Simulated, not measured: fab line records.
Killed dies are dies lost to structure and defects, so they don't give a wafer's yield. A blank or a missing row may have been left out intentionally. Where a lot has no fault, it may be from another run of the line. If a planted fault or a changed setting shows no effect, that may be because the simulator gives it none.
Chamber matching + flow n5 finfet + 4 sister chambers for N5_BEOL_M5_ETCH_61 on rie diel-03
The step etches SiARC in CF4, target depth 15.6 nm, time 26 s. 18 wafers are shown with their chamber, then 9 later ones without.

WAFERS PAIRED WITH THEIR CHAMBERS
| wafer  | chamber | drypump motor current A (A) | showerhead plenum p Torr (Torr) | throttle valve pct (%) |
|--------|---------|-----------------------------|---------------------------------|------------------------|
| L075.1 | 0       | 5.1                         | 2.06                            | 15.53                  |
| L075.3 | 3       | 6.4                         | 2.28                            | 15.22                  |
| L075.6 | 2       | 5.5                         | 2.13                            | 15.74                  |
| L076.1 | 2       | 5.4                         | 2.13                            | 15.75                  |
| L076.3 | 3       | 6.4                         | 2.28                            | 15.25                  |
| L076.4 | 0       | 5.1                         | 2.06                            | 15.52                  |
| L078.1 | 2       | 5.4                         | 2.13                            | 15.77                  |
| L078.2 | 1       | 6.1                         | 2.23                            | 15.72                  |
| L078.3 | 3       | 6.4                         | 2.27                            | 15.24                  |
| L078.4 | 0       | 5.1                         | 2.06                            | 15.53                  |
| L078.5 | 3       | 6.4                         | 2.27                            | 15.24                  |
| L078.6 | 2       | 5.5                         | 2.13                            | 15.76                  |
| L081.1 | 0       | 5.1                         | 2.05                            | 15.57                  |
| L081.2 | 2       | 5.5                         | 2.13                            | 15.76                  |
| L081.5 | 2       | 5.5                         | 2.13                            | 15.78                  |
| L083.4 | 2       | 5.5                         | 2.13                            | 15.79                  |
| L083.5 | 2       | 5.5                         | 2.13                            | 15.77                  |
| L083.6 | 3       | 6.4                         | 2.27                            | 15.26                  |

SIGNATURES (means of the wafers above)
| reading                  | chamber 0 | chamber 1 | chamber 2 | chamber 3 | scatter within a chamber |
|--------------------------|-----------|-----------|-----------|-----------|--------------------------|
| drypump motor current A  | 5.100     | 6.100     | 5.475     | 6.400     | 0.0327                   |
| showerhead plenum p Torr | 2.0575    | 2.2300    | 2.1300    | 2.2740    | 0.00373                  |
| throttle valve pct       | 15.5375   | 15.7200   | 15.7650   | 15.2420   | 0.0172                   |
Rule: distance of a wafer from a chamber = root of the sum over the readings of ((wafer's reading minus chamber's mean) / reading's scatter) squared. The wafer belongs to the nearest chamber; if the next one is less than 2 further off, it can't be placed. The scatter is the square root of a quotient: the sum, over the shown wafers, of each reading's squared deviation from its chamber's mean, divided by wafers minus chambers.

WAFERS WITHOUT THEIR CHAMBER
| wafer  | drypump motor current A (A) | showerhead plenum p Torr (Torr) | throttle valve pct (%) |
|--------|-----------------------------|---------------------------------|------------------------|
| L084.2 | 6.4                         | 2.27                            | 15.27                  |
| L084.4 | 5.1                         | 2.05                            | 15.55                  |
| L084.5 | 5.1                         | 2.05                            | 15.56                  |
| L088.1 | 6.4                         | 2.27                            | 15.27                  |
| L088.4 | 5.4                         | 2.12                            | 15.81                  |
| L088.6 | 5.4                         | 2.12                            | 15.81                  |
| L089.2 | 5.1                         | 2.05                            | 15.59                  |
| L089.3 | 5.5                         | 2.12                            | 15.80                  |
| L089.5 | 5.4                         | 2.12                            | 15.81                  |

WHICH CHAMBER EACH WENT THROUGH
| wafer  | from the rows above | in truth |
|--------|---------------------|----------|
| L084.2 | 3                   | 3        |
| L084.4 | 0                   | 0        |
| L084.5 | 0                   | 0        |
| L088.1 | 3                   | 3        |
| L088.4 | 2                   | 2        |
| L088.6 | 2                   | 2        |
| L089.2 | 0                   | 0        |
| L089.3 | 2                   | 2        |
| L089.5 | 2                   | 2        |
Placed correctly: 9 of 9. Number that these rows cannot place: 0. Placed wrongly: 0.
